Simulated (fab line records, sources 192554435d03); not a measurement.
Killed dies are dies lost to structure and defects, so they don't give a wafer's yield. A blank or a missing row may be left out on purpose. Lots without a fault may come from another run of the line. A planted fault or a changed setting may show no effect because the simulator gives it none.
A struck lot beside a sound one | flow n5_finfet | 14 steps out of a route of 1938
Sound: wafers L685.1, L685.2, L685.4. Struck: wafer L696.3. (L696.1, L696.2 of the same lot were not struck and are left out.) The cause comes at the end.
At each step with rows: each side's tool, then ch and its chambers, then its first start. Under that, the readings that differ: sound wafers | struck wafers | difference of the means | sigmas: that difference in standard deviations of wafers without a fault.
alike: readings whose means differ by less than 2 such deviations, and words and numbers that are the same on both sides. not compared: withheld readings, readings that some wafer has no value for, bounds like >300 that may hide the same value, and numbers for which the record gives no deviation and whose values overlap.
The two part at a step that has a row with sigmas, a row that says differs or no value, or rows on one side only. Numbers that don't overlap but have no deviation are shown without sigmas and don't part them. A reading that every wafer of one side lacks parts them only if that side has two wafers or more.

first, 1 step without rows for these wafers: N5_SD_EPI_P_DEVELOP_08 (develop time 30 s).
N5_SD_EPI_P_CD_MEAS_09: target cd 240 nm.
  sound on cd_sem-02 ch 0, day 3 07:17; struck on cd_sem-03 ch 0, day 6 08:23
  alike: cd_nm
N5_SD_EPI_P_OVL_MEAS_10:
  sound on overlay-02 ch 0, day 3 07:19; struck on overlay-02 ch 0, day 6 08:25
  alike: SD_P_BLK_OVL
N5_SD_EPI_P_INSPECT_11: inspects for defects (macro).
  sound on defect_inspect-01, day 3 07:20; struck on defect_inspect-02, day 6 08:26
  alike: raw_defect_count
N5_SD_EPI_P_DESCUM_14: chemistry O2, time 7.9 s.
  sound on rie_diel-06 ch 0,2,3, day 3 07:26; struck on rie_diel-03 ch 0, day 6 08:34
  reading                         | sound             | struck | difference | sigmas
  rf_vpp_V (V)                    | 242.1 240.7 241.6 | 245.0  | +3.5       | +2
  showerhead_plenum_p_Torr (Torr) | 2.06 1.93 2.01    | 2.19   | +0.19      | +2
  alike: drypump_motor_current_A, o2_flow_sccm, oes_product_au, rf_fwd_power_W, throttle_valve_pct
  not compared: rf_hours_counter_h
then, 1 step without rows for these wafers: N5_SD_EPI_P_ETCH_36 (etches SiARC in CF4, target depth 45.5 nm, time 75.8 s).
N5_SD_EPI_P_ETCH_37: etches SOC in N2/H2, overetch 108 nm, time 486 s.
  sound on rie_diel-06 ch 0,2,3, day 3 07:31; struck on rie_diel-03 ch 0, day 6 08:40
  alike: drypump_motor_current_A, oes_product_au, rf_fwd_power_W, rf_vpp_V, showerhead_plenum_p_Torr, throttle_valve_pct
  not compared: rf_hours_counter_h
then, 1 step without rows for these wafers: N5_SD_EPI_P_STRIP_38 (strips in N2/H2).
N5_SD_EPI_P_ETCHBACK_46: etches SiNx in CH3F/O2, stops on SiO2, target depth 17.5 nm.
  sound on rie_diel-06 ch 0,2,3, day 3 07:51; struck on rie_diel-03 ch 0, day 6 08:59
  reading                         | sound          | struck | difference | sigmas
  showerhead_plenum_p_Torr (Torr) | 1.99 1.87 1.92 | 2.09   | +0.16      | +2
  alike: drypump_motor_current_A, mfc_ar_sccm, oes_product_au, rf_fwd_power_W, rf_vpp_V, throttle_valve_pct
  not compared: rf_hours_counter_h
N5_SD_EPI_P_ETCH_47: etches SiOCN in CH3F/O2, target depth 25 nm.
  sound on rie_diel-06 ch 0,2,3, day 3 07:57; struck on rie_diel-03 ch 0, day 6 09:05
  reading                         | sound          | struck | difference | sigmas
  showerhead_plenum_p_Torr (Torr) | 1.99 1.87 1.92 | 2.09   | +0.16      | +2
  alike: drypump_motor_current_A, mfc_ar_sccm, oes_product_au, rf_fwd_power_W, rf_vpp_V, throttle_valve_pct
  not compared: rf_hours_counter_h
N5_SD_EPI_P_ETCH_16: etches SiO2 in CHF3/O2, target depth 5 nm.
  sound on rie_diel-06 ch 0,2,3, day 3 08:03; struck on rie_diel-03 ch 0, day 6 09:11
  alike: drypump_motor_current_A, mfc_ar_sccm, oes_product_au, rf_fwd_power_W, rf_vpp_V, showerhead_plenum_p_Torr, throttle_valve_pct
  not compared: rf_hours_counter_h
then, 1 step without rows for these wafers: N5_SD_EPI_P_STRIP_50 (strips in CHF3/O2).
N5_SD_EPI_P_SD_RECESS_17: chemistry HBr/Cl2/O2, target depth 39.1 nm, bt time 3 s.
  sound on rie_si-06 ch 0,1, day 3 08:07; struck on rie_si-04 ch 1, day 6 09:15
  reading                              | sound             | struck | difference | sigmas
  rf_fwd_power_W (W)                   | 798.8 796.1 800.8 | 791.0  | -7.6       | -3
  model.SD_EPI_P.feature_depth_nm (nm) | 39.2 37.6 39.2    | 21.8   | -16.9      |
  model.etch.depth_nm (nm)             | 39.24 37.57 39.18 | 21.83  | -16.83     |
  alike: drypump_motor_current_A, oes_product_au, throttle_valve_pct
  not compared: rf_hours_counter_h
then, 1 step without rows for these wafers: N5_SD_EPI_P_WET_ETCH_45 (etches SiO2 in dHF, time 10.7 s, target depth 2 nm, rinse time 30 s).

WHERE THEY PART
First at N5_SD_EPI_P_DESCUM_14; last, within this record, at N5_SD_EPI_P_SD_RECESS_17.

WHY: what the simulator had put in
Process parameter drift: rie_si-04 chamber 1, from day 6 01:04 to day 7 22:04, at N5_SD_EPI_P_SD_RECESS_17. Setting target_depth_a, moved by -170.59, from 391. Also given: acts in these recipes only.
